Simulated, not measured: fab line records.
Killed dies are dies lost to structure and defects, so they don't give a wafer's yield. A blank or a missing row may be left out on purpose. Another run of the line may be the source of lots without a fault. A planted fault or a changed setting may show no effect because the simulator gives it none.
fab line records	flow nand_harc
record: lots: 12	wafers: 36	last_day: 25
route steps=1159 shown A_BONDPAD@1059 THIN_TSV@1101 END@1159
lots that met no fault: taken from a fault-free run of the same line
start_h: hours from the record's opening day to when the first of the lot's shown wafers began	wait_h: hours elapsed since this lot's preceding step	" as in the row above	L1.1+2: a row that stands for several wafers	- no value, or no start given	* or withheld: withheld	< > ~ a bound
route shown NAME@n: names a module that has steps shown in the file, with the first one's number in the route	usual: average and standard deviation across the fault-free wafers	same: alike in all rows	chamber/n: place in a boat	sites: each site's reading	_std_site: standard deviation of those values	_edge_site: the outer-site mean with the inner-site mean subtracted	radius_mm: how far each site lies from the wafer's centre	mask NAME#n: copy n	behind: the last tool/chamber to shape the wafer	hold: cause of the lot's hold/its duration in hours/its outcome	device: transistor that didn't switch, given as n, p or np	end of line: the same wafers' tests at the end of the route	where a step has no rows: the recipe by itself	killed: dies lost to structure and defects at the first sort, not the wafer's yield	map: a wafer's dies, marking killed ones x, the rest . and places with no die _
set.NAME: the setting that was run; set.NAME@STEP: the one run at that earlier step	model.NAME: the simulator's own value behind a step, which no gauge read
route steps across a sampled set of lots; one table per step, one row per wafer
services: from which hour (start_h, from the record's first day; less than 0 if before it) a tool's chamber was out of use, for how many hours, and why
== steps ==
step: NHARC_A_BONDPAD_DEP_00
recipe: target_thk_a: 2500	temp_c: 370	target_thk_nm: 250	pressure_torr: 3	flow_sccm: 200	rf_w: 450	material: SiCN
usual: heater_power_w: 582/89
lot.wafer	tool	chamber	start_h	wait_h	heater_power_w	since_wet_clean_h
L784.1	pecvd-01	1	408.53	-	679	158
L784.3	"	2	"	"	694	158
L784.6	"	1	"	"	672	-
L787.3	pecvd-01	0	413.00	-	462	163
L787.2	"	2	"	"	672	163
L787.5	"	2	"	"	676	-
L786.2	pecvd-02	2	414.64	-	583	67
L786.3	"	0	"	"	472	67
L786.5	"	2	"	"	585	-
L783.1	pecvd-01	2	415.50	-	660	165
L783.2	"	1	"	"	668	165
L783.5	"	2	"	"	687	-
L788.3	pecvd-02	0	417.87	-	452	70
L788.5	"	0	"	"	461	-
L788.4	"	1	"	"	619	-
L790.1	pecvd-01	2	437.42	-	595	5
L790.6	"	2	"	"	603	-
L790.5	"	0	"	"	482	-
L791.2	pecvd-01	2	453.66	-	685	21
L791.6	"	0	"	"	479	-
L791.4	"	1	"	"	591	-
L800.2	pecvd-02	0	511.26	-	530	164
L800.3	"	2	"	"	580	164
L800.4	"	0	"	"	535	-
L801.3	pecvd-01	2	516.22	-	660	84
L801.5	"	2	"	"	649	-
L801.4	"	0	"	"	414	-
L802.2	pecvd-01	0	516.68	-	459	84
L802.4	"	0	"	"	463	-
L802.5	"	1	"	"	570	-
L804.3	pecvd-02	0	540.51	-	464	12
L804.4	"	1	"	"	536	-
L804.5	"	0	"	"	486	-
L806.3	pecvd-01	0	558.06	-	420	126
L806.6	"	1	"	"	643	-
L806.5	"	0	"	"	425	-
step: NHARC_A_BONDPAD_ETCH_24
recipe: target_depth_a: 300	over_etch_frac: 0.3	time_s: 72.99	ion_energy_ev: 150	cf4_flow_sccm: 50	n2_flow_sccm: 100	ar_flow_sccm: 150	rf_w: 300	bias_w: 100	chemistry: CF4/N2
usual: chamber_pressure_mTorr: 30.00/0.033	drypump_motor_current_A: 5.8/0.32	mfc_ar_sccm: 150.0/0.44	oes_product_au: 1.004/0.011	rf_vpp_V: 313.7/1.6	showerhead_plenum_p_Torr: 2.60/0.081	throttle_valve_pct: 19.795/0.0083
same: time_s: 72.99
lot.wafer	tool	chamber	start_h	wait_h	chamber_pressure_mTorr	drypump_motor_current_A	mfc_ar_sccm	oes_product_au	rf_hours_counter_h	rf_vpp_V	showerhead_plenum_p_Torr	throttle_valve_pct
L784.3	rie_diel-08	3	410.66	0.1	30.00	5.5	149.7	1.008	25	314.0	2.61	19.803
L784.1	"	0	"	"	30.01	5.8	149.7	1.010	25	314.1	2.59	19.792
L784.6	"	3	"	"	30.04	5.5	150.0	1.010	-	314.6	2.61	19.797
L787.2	rie_diel-08	3	-	-	29.99	5.6	150.6	1.010	25	315.2	2.61	19.800
L787.3	"	0	"	"	30.04	5.8	149.9	0.997	26	313.6	2.59	19.797
L787.5	"	1	"	"	30.01	6.5	149.7	1.017	-	316.4	2.75	19.800
L786.3	rie_diel-06	0	-	-	29.97	5.9	149.5	0.998	6	314.8	2.59	19.802
L786.2	"	1	"	"	29.98	6.2	149.9	1.010	5	313.0	2.63	19.782
L786.5	"	0	"	"	29.98	5.9	149.4	0.997	-	314.3	2.59	19.786
L783.2	rie_diel-06	0	-	-	30.00	5.9	150.4	1.001	6	312.7	2.59	19.785
L783.1	"	2	"	"	30.01	5.7	149.3	1.010	6	316.3	2.69	19.781
L783.5	"	1	"	"	30.04	6.2	149.8	1.000	-	312.8	2.63	19.811
L788.3	rie_diel-10	3	-	-	29.99	5.7	150.5	0.993	21	314.0	2.65	19.788
L788.4	"	1	"	"	29.99	5.2	150.5	1.004	18	309.3	2.47	19.802
L788.5	"	3	"	"	30.02	5.7	150.4	0.993	-	314.7	2.65	19.794
L790.1	rie_diel-06	0	-	-	29.99	5.9	149.4	0.999	1	315.1	2.59	19.792
L790.6	"	3	"	"	29.99	5.4	150.2	1.021	-	312.0	2.51	19.798
L790.5	"	0	"	"	29.99	5.8	149.9	1.001	-	313.3	2.59	19.803
L791.2	rie_diel-08	1	-	-	29.91	6.5	149.6	1.014	27	315.9	2.75	19.800
L791.4	"	3	"	"	29.99	5.6	149.6	1.013	32	311.8	2.61	19.785
L791.6	"	1	"	"	29.97	6.5	149.4	1.014	-	316.1	2.75	19.795
L800.4	rie_diel-06	1	-	-	30.00	6.2	150.2	0.987	3	313.9	2.63	19.789
L800.3	"	2	"	"	30.00	5.7	149.6	1.011	3	315.1	2.69	19.804
L800.2	"	0	"	"	29.97	5.9	150.8	0.996	2	314.9	2.59	19.799
L801.3	rie_diel-08	3	-	-	30.00	5.6	150.2	1.004	4	313.4	2.60	19.787
L801.4	"	2	"	"	29.95	5.8	150.0	0.995	5	310.5	2.44	19.790
L801.5	"	0	"	"	29.98	5.8	149.6	0.995	-	313.5	2.59	19.803
L802.4	rie_diel-08	3	-	-	30.02	5.5	150.7	0.989	4	313.0	2.60	19.787
L802.2	"	0	"	"	30.00	5.7	149.9	0.980	4	313.9	2.59	19.790
L802.5	"	3	"	"	30.01	5.5	149.6	0.981	-	313.2	2.60	19.806
L804.3	rie_diel-06	1	-	-	29.97	6.2	149.7	1.004	5	313.9	2.63	19.792
L804.4	"	2	"	"	30.01	5.6	150.0	1.010	5	316.5	2.69	19.803
L804.5	"	1	"	"	29.95	6.2	149.5	1.006	-	314.5	2.63	19.800
L806.3	rie_diel-06	0	-	-	29.98	5.8	150.4	1.008	4	313.9	2.59	19.795
L806.5	"	3	"	"	29.96	5.4	150.0	1.026	-	311.3	2.51	19.796
L806.6	"	0	"	"	29.98	5.9	150.5	1.004	-	312.3	2.59	19.796
step: NHARC_THIN_TSV_GRIND_00
recipe: target_thk_um: 6
usual: motor_current_A: 12.000/0.022
lot.wafer	tool	chamber	start_h	wait_h	hold	motor_current_A
L784.1	grinder-01	0	427.01	2.5	-	11.978
L784.3	"	0	"	"	-	12.031
L784.6	"	0	"	"	-	12.013
L787.2	grinder-01	0	428.40	3.9	-	12.003
L787.3	"	0	"	"	-	11.975
L787.5	"	0	"	"	-	12.001
L786.2	grinder-01	0	429.59	1.0	-	11.979
L786.3	"	0	"	"	-	12.051
L786.5	"	0	"	"	-	11.998
L783.1	grinder-01	0	430.58	2.0	-	12.004
L783.2	"	0	"	"	-	11.992
L783.5	"	0	"	"	-	11.981
L788.3	grinder-01	0	432.20	3.6	-	11.984
L788.4	"	0	"	"	-	12.027
L788.5	"	0	"	"	-	11.999
L790.1	grinder-01	0	452.52	3.3	await_dispo/3.1h/release	12.009
L790.5	"	0	"	"	await_dispo/3.1h/release	12.001
L790.6	"	0	"	"	await_dispo/3.1h/release	11.963
L791.2	grinder-01	0	476.12	5.4	await_dispo/4.8h/release	12.007
L791.4	"	0	"	"	await_dispo/4.8h/release	12.027
L791.6	"	0	"	"	await_dispo/4.8h/release	12.007
L800.2	grinder-01	0	525.72	0.3	-	11.987
L800.3	"	0	"	"	-	11.979
L800.4	"	0	"	"	-	12.053
L802.2	grinder-01	0	530.81	0.3	-	12.002
L802.4	"	0	"	"	-	11.989
L802.5	"	0	"	"	-	11.996
L801.3	grinder-01	0	532.21	1.7	-	12.008
L801.4	"	0	"	"	-	11.998
L801.5	"	0	"	"	-	12.071
L804.3	grinder-01	0	555.39	0.5	-	12.036
L804.4	"	0	"	"	-	12.007
L804.5	"	0	"	"	-	12.011
L806.3	grinder-01	0	572.37	0.5	-	12.007
L806.5	"	0	"	"	-	11.987
L806.6	"	0	"	"	-	12.039
step: NHARC_THIN_TSV_THK_MEAS_02
recipe: thk_meas_gauge: ir
usual: thk_nm: 2977/200
lot.wafer	tool	chamber	start_h	wait_h	thk_nm
L784.1	film_metro-02	-	428.50	-	3077
L784.3	"	-	"	"	3222
L784.6	"	-	"	"	3098
L787.2	film_metro-01	-	429.68	0.2	2579
L787.3	"	-	"	"	2894
L787.5	"	-	"	"	2981
L786.2	film_metro-02	-	430.87	-	3153
L786.3	"	-	"	"	3374
L786.5	"	-	"	"	3355
L783.1	film_metro-02	-	432.10	-	2947
L783.2	"	-	"	"	2835
L783.5	"	-	"	"	2926
L788.3	film_metro-01	-	433.30	-	2943
L788.4	"	-	"	"	2988
L788.5	"	-	"	"	2846
L790.1	film_metro-02	-	454.02	-	2838
L790.5	"	-	"	"	2929
L790.6	"	-	"	"	2767
L791.2	film_metro-02	-	477.77	0.2	2902
L791.4	"	-	"	"	2861
L791.6	"	-	"	"	3117
L800.2	film_metro-02	-	526.99	-	2856
L800.3	"	-	"	"	2976
L800.4	"	-	"	"	3179
L802.2	film_metro-01	-	532.11	-	3194
L802.4	"	-	"	"	3068
L802.5	"	-	"	"	3186
L801.3	film_metro-01	-	533.29	-	2925
L801.4	"	-	"	"	3297
L801.5	"	-	"	"	2851
L804.3	film_metro-01	-	556.49	0.2	2742
L804.4	"	-	"	"	2671
L804.5	"	-	"	"	2842
L806.3	film_metro-01	-	573.47	0.2	3087
L806.5	"	-	"	"	2962
L806.6	"	-	"	"	3138
step: NHARC_END_SORT_01
recipe: temp_c: 25
usual: defect_limited_yield: 95.2/1.6	killed_at_array: 29/11	killed_at_other: 0.6/0.75	killed_at_periphery: 3.1/2.1	killed_dies: 32/11	killed_open: 3.0/1.8	killed_short: 1.8/1.3	sort_bin_2_pct: 1.5/0.7	sort_bin_3_pct: 0.26/0.22	sort_bin_4_pct: 3.0/1	sort_n_pass: 645/11	sort_rim_yield_pct: 94.9/3	sort_yield_pct: 95.2/1.6
same: gross_dies: 677	sort_bin_5_pct[%]: 0	sort_bin_6_pct[%]: 0	sort_bin_7_pct[%]: 0	sort_bin_8_pct[%]: 0	sort_rim_n_gross: 106.00
lot.wafer	tool	chamber	start_h	wait_h	hold	defect_limited_yield[%]	killed_at_array	killed_at_other	killed_at_periphery	killed_dies	killed_open	killed_short	sort_bin_2_pct[%]	sort_bin_3_pct[%]	sort_bin_4_pct[%]	sort_n_pass	sort_rim_yield_pct[%]	sort_yield_pct[%]
L784.1	prober-02	0	451.08	2.5	-	96.3	23	0	2	25	4	2	0.7	0	3.0	652	97.2	96.3
L784.3	prober-02	0	452.69	3.1	-	95.6	27	1	2	30	5	2	1.0	0.15	3.2	647	96.2	95.6
L784.6	prober-02	0	455.10	4.0	-	96.3	24	0	1	25	2	3	1.5	0.30	1.9	652	92.5	96.3
L787.2	prober-01	0	451.94	2.8	-	96.0	25	1	1	27	1	0	1.6	0	2.4	650	98.1	96.0
L787.3	prober-01	0	452.74	3.1	-	93.8	40	1	1	42	3	1	1.6	0.30	4.3	635	96.2	93.8
L787.5	prober-01	0	454.33	3.7	-	95.1	32	0	1	33	2	1	1.3	0.59	3.0	644	91.5	95.1
L786.2	prober-02	0	459.77	2.8	-	94.5	31	0	6	37	7	4	2.4	0.15	3.0	640	96.2	94.5
L786.3	prober-02	0	460.56	3.1	-	96.9	18	0	3	21	2	1	1.3	0.15	1.6	656	99.1	96.9
L786.5	prober-02	0	462.15	3.7	-	95.6	26	0	4	30	5	2	1.3	0.30	2.8	647	97.2	95.6
L788.3	prober-01	0	460.53	3.1	-	96.3	22	0	3	25	2	0	1.3	0	2.4	652	98.1	96.3
L788.4	prober-01	0	461.33	3.4	-	96.6	21	0	2	23	4	2	0.4	0.15	2.8	654	97.2	96.6
L788.5	prober-01	0	462.13	3.7	-	96.0	19	2	6	27	6	3	0.9	0.15	3.0	650	100.0	96.0
L783.1	prober-01	0	466.83	2.6	-	98.2	10	0	2	12	1	0	0.3	0.15	1.3	665	99.1	98.2
L783.2	prober-01	0	467.63	2.9	-	97.2	11	0	8	19	4	5	0.9	0.15	1.8	658	98.1	97.2
L783.5	prober-01	0	470.02	3.7	-	97.2	14	1	4	19	5	1	0.4	0	2.4	658	97.2	97.2
L790.1	prober-01	0	484.42	4.4	await_dispo/1.9h/release	86.4	88	0	4	92	5	1	6.4	1.18	6.1	585	95.3	86.4
L790.5	prober-01	0	487.67	5.6	await_dispo/1.9h/release	84.8	101	0	2	103	3	1	4.6	2.95	7.7	574	95.3	84.8
L790.6	prober-01	0	488.48	6.0	await_dispo/1.9h/release	83.9	104	0	5	109	3	2	5.2	3.10	7.8	568	94.3	83.9
L791.2	prober-02	0	510.10	6.6	await_dispo/3.8h/release	84.2	103	0	4	107	3	1	7.4	2.51	5.9	570	98.1	84.2
L791.4	prober-02	0	511.69	7.2	await_dispo/3.8h/release	85.2	94	0	6	100	3	3	5.9	2.66	6.2	577	91.5	85.2
L791.6	prober-02	0	513.28	7.7	await_dispo/3.8h/release	87.7	80	0	3	83	3	1	4.6	2.22	5.5	594	98.1	87.7
L800.2	prober-02	0	543.40	2.8	-	94.7	32	0	4	36	5	3	1.9	0.15	3.2	641	95.3	94.7
L800.3	prober-02	0	544.19	3.1	-	96.2	25	0	1	26	3	2	1.3	0.30	2.2	651	95.3	96.2
L800.4	prober-02	0	544.99	3.4	-	94.2	36	1	2	39	4	1	2.5	0.30	3.0	638	94.3	94.2
L801.3	prober-01	0	549.39	3.1	-	96.5	24	0	0	24	4	2	0.6	0.30	2.7	653	97.2	96.5
L801.4	prober-01	0	550.18	3.4	-	96.0	21	1	5	27	11	0	0.9	0	3.1	650	98.1	96.0
L801.5	prober-01	0	550.97	3.7	-	96.9	17	0	4	21	6	1	0.9	0.15	2.1	656	96.2	96.9
L802.2	prober-02	0	551.11	2.8	-	92.5	48	1	2	51	5	3	2.5	0.59	4.4	626	89.6	92.5
L802.4	prober-02	0	552.71	3.4	-	93.1	46	0	1	47	4	4	2.4	0.30	4.3	630	88.7	93.1
L802.5	prober-02	0	553.52	3.7	-	91.4	51	2	5	58	8	0	2.8	0.59	5.2	619	89.6	91.4
L804.3	prober-01	0	575.00	3.1	-	95.3	30	0	2	32	3	0	1.2	0.89	2.7	645	92.5	95.3
L804.4	prober-01	0	575.81	3.4	-	94.4	36	0	2	38	2	5	1.3	0.44	3.8	639	92.5	94.4
L804.5	prober-01	0	576.62	3.7	-	95.1	33	0	0	33	0	1	1.2	0.30	3.4	644	91.5	95.1
L806.3	prober-02	0	591.10	3.1	-	95.9	23	2	3	28	1	1	0.6	0.30	3.2	649	96.2	95.9
L806.5	prober-02	0	592.70	3.7	-	95.0	27	0	7	34	5	2	1.3	0.15	3.5	643	93.4	95.0
L806.6	prober-02	0	593.50	4.0	-	95.7	21	1	7	29	6	1	1.6	0	2.7	648	98.1	95.7
killed by level:class
L784.1 A_CHANNEL_HOLE_D1:chamber_film_flake=10 A_CONTACT:chamber_film_flake=5 A_SLIT:chamber_film_flake=3 A_CONTACT:geometric_particle:open=2 P_CONTACT:geometric_particle:open=1 P_M1:geometric_particle:short=1 A_CHANNEL_HOLE_D1:geometric_particle:short=1 A_M0:geometric_particle:open=1
L787.2 A_SLIT:chamber_film_flake=13 A_CHANNEL_HOLE_D1:chamber_film_flake=8 A_CONTACT:chamber_film_flake=2 A_WL_FILL:geometric_particle:open=1 P_STI:chamber_film_flake=1 A_WL_FILL:chamber_film_flake=1 THIN_TSV:chamber_film_flake=1
L784.3 A_CHANNEL_HOLE_D1:chamber_film_flake=13 A_CONTACT:chamber_film_flake=4 A_SLIT:chamber_film_flake=3 A_WL_FILL:geometric_particle:open=2 A_CONTACT:geometric_particle:open=2 A_ZERO_WELL:chamber_film_flake=2 P_M0:geometric_particle:open=1 P_M0:geometric_particle:short=1
L787.3 A_SLIT:chamber_film_flake=14 A_CHANNEL_HOLE_D1:chamber_film_flake=13 A_WL_FILL:chamber_film_flake=8 A_CONTACT:chamber_film_flake=2 P_GATE:geometric_particle:open=1 A_CONTACT:geometric_particle:open=1 A_BLC:geometric_particle:open=1 A_M0:geometric_particle:short=1
L787.5 A_CHANNEL_HOLE_D1:chamber_film_flake=15 A_SLIT:chamber_film_flake=12 A_CHANNEL_FILL_D1:geometric_particle:short=1 A_BLC:geometric_particle:open=1 A_M0:geometric_particle:open=1 P_ZERO_WELL:chamber_film_flake=1 A_WL_FILL:chamber_film_flake=1 A_CONTACT:chamber_film_flake=1
L784.6 A_CHANNEL_HOLE_D1:chamber_film_flake=9 A_SLIT:chamber_film_flake=4 A_CONTACT:chamber_film_flake=4 A_CONTACT:geometric_particle:open=2 A_ONON_D1:geometric_particle:short=1 A_SGD_CUT:geometric_particle:short=1 A_CONTACT:geometric_particle:short=1 P_ZERO_WELL:chamber_film_flake=1
L786.2 A_SLIT:chamber_film_flake=16 A_CONTACT:chamber_film_flake=3 A_SGD_CUT:geometric_particle:open=2 A_WL_FILL:geometric_particle:short=2 P_GATE:chamber_film_flake=2 A_CHANNEL_FILL_D1:chamber_film_flake=2 P_STI:geometric_particle:open=1 P_M0:geometric_particle:open=1
L788.3 A_SLIT:chamber_film_flake=11 A_CONTACT:chamber_film_flake=3 A_M1:chamber_film_flake=3 A_CHANNEL_HOLE_D1:chamber_film_flake=2 P_CONTACT:geometric_particle:open=1 A_CONTACT:geometric_particle:open=1 P_ZERO_WELL:chamber_film_flake=1 P_GATE:chamber_film_flake=1
L786.3 A_SLIT:chamber_film_flake=9 A_CONTACT:geometric_particle:open=2 P_GATE:chamber_film_flake=2 A_CHANNEL_HOLE_D1:chamber_film_flake=2 A_CONTACT:chamber_film_flake=2 P_CONTACT:geometric_particle:short=1 A_ZERO_WELL:chamber_film_flake=1 A_STAIRCASE:chamber_film_flake=1
L788.4 A_SLIT:chamber_film_flake=8 A_M1:chamber_film_flake=5 A_ONON_D1:geometric_particle:open=2 A_CONTACT:chamber_film_flake=2 P_M0:geometric_particle:open=1 A_ONON_D1:geometric_particle:short=1 A_SGD_CUT:geometric_particle:open=1 A_WL_FILL:geometric_particle:short=1
L788.5 A_CHANNEL_HOLE_D1:chamber_film_flake=4 A_SLIT:chamber_film_flake=4 A_CONTACT:chamber_film_flake=3 A_CHANNEL_FILL_D1:geometric_particle:short=2 P_ZERO_WELL:chamber_film_flake=2 P_GATE:geometric_particle:open=1 P_M1:geometric_particle:open=1 A_SOURCE_PLATE:geometric_particle:open=1
L786.5 A_SLIT:chamber_film_flake=11 A_CHANNEL_HOLE_D1:chamber_film_flake=5 P_M0:geometric_particle:open=2 A_CONTACT:chamber_film_flake=2 A_ONON_D1:geometric_particle:short=1 A_ONON_D1:geometric_particle:open=1 A_WL_FILL:geometric_particle:short=1 A_CONTACT:geometric_particle:open=1
L783.1 A_CHANNEL_HOLE_D1:chamber_film_flake=3 A_STAIRCASE:chamber_film_flake=2 A_M1:geometric_particle:open=1 P_M0:chamber_film_flake=1 P_M2:chamber_film_flake=1 A_ZERO_WELL:chamber_film_flake=1 A_CHANNEL_FILL_D1:chamber_film_flake=1 A_SLIT:chamber_film_flake=1
L783.2 P_STI:chamber_film_flake=3 A_CONTACT:chamber_film_flake=3 P_STI:geometric_particle:open=1 P_CONTACT:geometric_particle:open=1 P_CONTACT:geometric_particle:short=1 P_M1:geometric_particle:open=1 A_ONON_D1:geometric_particle:short=1 A_CHANNEL_FILL_D1:geometric_particle:short=1
L783.5 A_WL_FILL:chamber_film_flake=4 P_M2:chamber_film_flake=2 A_CONTACT:chamber_film_flake=2 P_CONTACT:geometric_particle:open=1 A_SOURCE_PLATE:geometric_particle:short=1 A_ONON_D1:geometric_particle:open=1 A_BLC:geometric_particle:open=1 A_M0:geometric_particle:open=1
L790.1 A_BONDPAD:unspecified=70 A_SLIT:chamber_film_flake=9 A_CHANNEL_HOLE_D1:chamber_film_flake=4 A_STAIRCASE:chamber_film_flake=2 P_STI:geometric_particle:open=1 P_GATE:geometric_particle:open=1 P_CONTACT:geometric_particle:short=1 P_CONTACT:geometric_particle:open=1
L790.5 A_BONDPAD:unspecified=68 A_CHANNEL_HOLE_D1:chamber_film_flake=14 A_SLIT:chamber_film_flake=9 A_CONTACT:chamber_film_flake=3 A_CHANNEL_FILL_D1:geometric_particle:open=2 A_CHANNEL_FILL_D1:chamber_film_flake=2 A_WL_FILL:chamber_film_flake=2 P_GATE:geometric_particle:short=1
L790.6 A_BONDPAD:unspecified=72 A_SLIT:chamber_film_flake=14 A_CHANNEL_HOLE_D1:chamber_film_flake=10 P_STI:chamber_film_flake=3 A_CONTACT:chamber_film_flake=2 P_CONTACT:geometric_particle:open=1 A_SLIT:geometric_particle:short=1 A_CONTACT:geometric_particle:open=1
L791.2 A_BONDPAD:unspecified=77 A_SLIT:chamber_film_flake=8 A_CHANNEL_HOLE_D1:chamber_film_flake=7 P_ZERO_WELL:chamber_film_flake=4 A_CHANNEL_FILL_D1:chamber_film_flake=3 A_CONTACT:chamber_film_flake=2 A_ONON_D1:geometric_particle:open=1 A_CHANNEL_HOLE_D1:geometric_particle:open=1
L791.4 A_BONDPAD:unspecified=74 A_SLIT:chamber_film_flake=13 P_ZERO_WELL:chamber_film_flake=3 A_CHANNEL_HOLE_D1:chamber_film_flake=3 A_ONON_D1:geometric_particle:short=2 P_GATE:geometric_particle:open=1 P_CONTACT:geometric_particle:open=1 A_CONTACT:geometric_particle:short=1
L791.6 A_BONDPAD:unspecified=58 A_SLIT:chamber_film_flake=11 A_CHANNEL_HOLE_D1:chamber_film_flake=7 A_CONTACT:geometric_particle:open=2 P_ZERO_WELL:chamber_film_flake=2 P_CONTACT:geometric_particle:open=1 A_STAIRCASE:geometric_particle:short=1 A_CONTACT:chamber_film_flake=1
L800.2 A_CHANNEL_HOLE_D1:chamber_film_flake=15 A_STAIRCASE:chamber_film_flake=5 P_CONTACT:geometric_particle:open=3 A_M0:geometric_particle:open=2 A_SLIT:chamber_film_flake=2 A_WL_FILL:chamber_film_flake=2 A_CONTACT:chamber_film_flake=2 A_WL_FILL:geometric_particle:short=1
L800.3 A_CHANNEL_HOLE_D1:chamber_film_flake=15 A_STAIRCASE:chamber_film_flake=4 P_M2:geometric_particle:open=1 A_CHANNEL_FILL_D1:geometric_particle:open=1 A_CHANNEL_FILL_D1:geometric_particle:short=1 A_WL_FILL:geometric_particle:short=1 A_BLC:geometric_particle:open=1 A_CONTACT:chamber_film_flake=1
L800.4 A_CHANNEL_HOLE_D1:chamber_film_flake=22 A_STAIRCASE:chamber_film_flake=6 A_SLIT:chamber_film_flake=2 A_WL_FILL:chamber_film_flake=2 P_CONTACT:geometric_particle:open=1 P_M0:geometric_particle:open=1 A_BLC:geometric_particle:open=1 A_M0:geometric_particle:open=1
L801.3 A_CHANNEL_HOLE_D1:chamber_film_flake=11 A_STAIRCASE:chamber_film_flake=5 A_CHANNEL_FILL_D1:geometric_particle:open=3 A_CONTACT:chamber_film_flake=2 A_CHANNEL_FILL_D1:geometric_particle:short=1 A_CONTACT:geometric_particle:open=1 A_M1:geometric_particle:short=1
L801.4 A_CONTACT:chamber_film_flake=5 A_CHANNEL_HOLE_D1:chamber_film_flake=4 P_CONTACT:geometric_particle:open=3 A_STAIRCASE:chamber_film_flake=3 A_CONTACT:geometric_particle:open=2 P_GATE:geometric_particle:open=1 A_SOURCE_PLATE:geometric_particle:open=1 A_CHANNEL_FILL_D1:geometric_particle:open=1
L801.5 A_CHANNEL_HOLE_D1:chamber_film_flake=7 A_CONTACT:chamber_film_flake=5 P_CONTACT:geometric_particle:open=3 A_STAIRCASE:chamber_film_flake=2 P_STI:geometric_particle:open=1 A_CHANNEL_FILL_D1:geometric_particle:short=1 A_CONTACT:geometric_particle:open=1 A_BLC:geometric_particle:open=1
L802.2 A_CHANNEL_HOLE_D1:chamber_film_flake=16 A_SLIT:chamber_film_flake=15 A_CONTACT:chamber_film_flake=8 A_ONON_D1:geometric_particle:open=3 A_STAIRCASE:chamber_film_flake=2 P_GATE:geometric_particle:open=1 P_CONTACT:geometric_particle:short=1 A_ONON_D1:geometric_particle:short=1
L802.4 A_SLIT:chamber_film_flake=16 A_CHANNEL_HOLE_D1:chamber_film_flake=14 A_CONTACT:chamber_film_flake=6 P_CONTACT:geometric_particle:open=1 A_ONON_D1:geometric_particle:open=1 A_ONON_D1:geometric_particle:short=1 A_STAIRCASE:geometric_particle:short=1 A_WL_FILL:geometric_particle:short=1
L802.5 A_CHANNEL_HOLE_D1:chamber_film_flake=20 A_SLIT:chamber_film_flake=17 A_CONTACT:chamber_film_flake=8 A_WL_FILL:geometric_particle:open=2 A_STAIRCASE:chamber_film_flake=2 THIN_TSV:chamber_film_flake=2 P_STI:geometric_particle:open=1 P_M0:geometric_particle:open=1
L804.3 A_CHANNEL_HOLE_D1:chamber_film_flake=23 A_CONTACT:chamber_film_flake=3 A_STAIRCASE:chamber_film_flake=2 P_M0:geometric_particle:open=1 A_WL_FILL:geometric_particle:open=1 A_M1:geometric_particle:open=1 P_STI:chamber_film_flake=1
L804.4 A_CHANNEL_HOLE_D1:chamber_film_flake=15 A_STAIRCASE:chamber_film_flake=10 A_CONTACT:chamber_film_flake=4 A_WL_FILL:geometric_particle:short=2 P_STI:chamber_film_flake=2 A_ONON_D1:geometric_particle:short=1 A_CHANNEL_HOLE_D1:geometric_particle:short=1 A_WL_FILL:geometric_particle:open=1
L804.5 A_CHANNEL_HOLE_D1:chamber_film_flake=23 A_STAIRCASE:chamber_film_flake=6 A_CONTACT:chamber_film_flake=2 A_M0:geometric_particle:short=1 A_BLC:chamber_film_flake=1
L806.3 A_CHANNEL_HOLE_D1:chamber_film_flake=9 A_SGD_CUT:chamber_film_flake=6 P_STI:chamber_film_flake=3 A_STAIRCASE:chamber_film_flake=3 A_CONTACT:chamber_film_flake=2 THIN_TSV:chamber_film_flake=2 A_CONTACT:geometric_particle:short=1 A_CONTACT:geometric_particle:open=1
L806.5 A_CHANNEL_HOLE_D1:chamber_film_flake=9 A_SGD_CUT:chamber_film_flake=6 A_CONTACT:chamber_film_flake=5 P_STI:chamber_film_flake=4 A_WL_FILL:geometric_particle:open=2 A_STAIRCASE:chamber_film_flake=2 P_M0:geometric_particle:open=1 P_M1:geometric_particle:short=1
L806.6 A_CHANNEL_HOLE_D1:chamber_film_flake=9 A_SGD_CUT:chamber_film_flake=5 P_STI:chamber_film_flake=4 A_CHANNEL_FILL_D1:geometric_particle:open=2 A_STAIRCASE:chamber_film_flake=2 P_CONTACT:geometric_particle:short=1 P_CONTACT:geometric_particle:open=1 P_M0:geometric_particle:open=1
== services ==
tool	chamber	start_h	hours	kind
rie_diel-06	0	397.22	-	clean
rie_diel-06	1	397.22	-	clean
rie_diel-06	2	397.22	-	clean
rie_diel-06	3	397.22	-	clean
pecvd-01	-	417.58	1.8	repair
rie_diel-06	-	418.22	9.0	pm
rie_diel-06	0	418.22	9.0	vent_cycle
rie_diel-06	1	418.22	9.0	vent_cycle
rie_diel-06	2	418.22	9.0	vent_cycle
rie_diel-06	3	418.22	9.0	vent_cycle
rie_diel-06	0	427.22	-	clean
pecvd-01	0	432.34	-	clean
pecvd-01	1	432.34	-	clean
pecvd-01	2	432.34	-	clean
grinder-01	-	445.73	0.9	repair
rie_diel-06	0	463.37	13.0	repair
rie_diel-10	3	468.39	1.6	repair
rie_diel-08	-	478.82	9.0	pm
pecvd-02	-	515.44	13.0	pm
rie_diel-10	-	530.52	9.0	pm
rie_diel-08	1	535.80	9.2	repair
rie_diel-06	2	540.01	1.9	repair
grinder-01	-	566.43	0.7	repair
rie_diel-10	-	570.30	0.5	repair
== key ==
first_sign: step: NHARC_END_SORT_01	reading: killed_at_array	direction: up	sigmas: 6.1	usual: 29	struck: 95
effect: step: NHARC_END_SORT_01	reading: killed_dies	direction: up	sigmas: 6	usual: 32	struck: 99
more_kills_born_at: NHARC_A_BONDPAD_DEP_00@pecvd-01: 419
met_at NHARC_A_BONDPAD_DEP_00
struck_lots L790,L791
not_acting_at NHARC_A_BONDPAD_ETCH_24,NHARC_THIN_TSV_THK_MEAS_02
onset_between 415.50 437.42
fault: kind: chamber_particle_source	tool: pecvd-01	chamber: -	onset_h: 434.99	steps: NHARC_A_BONDPAD_DEP_00	rate_per_visit_cm2: 0.43602	end_h: 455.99
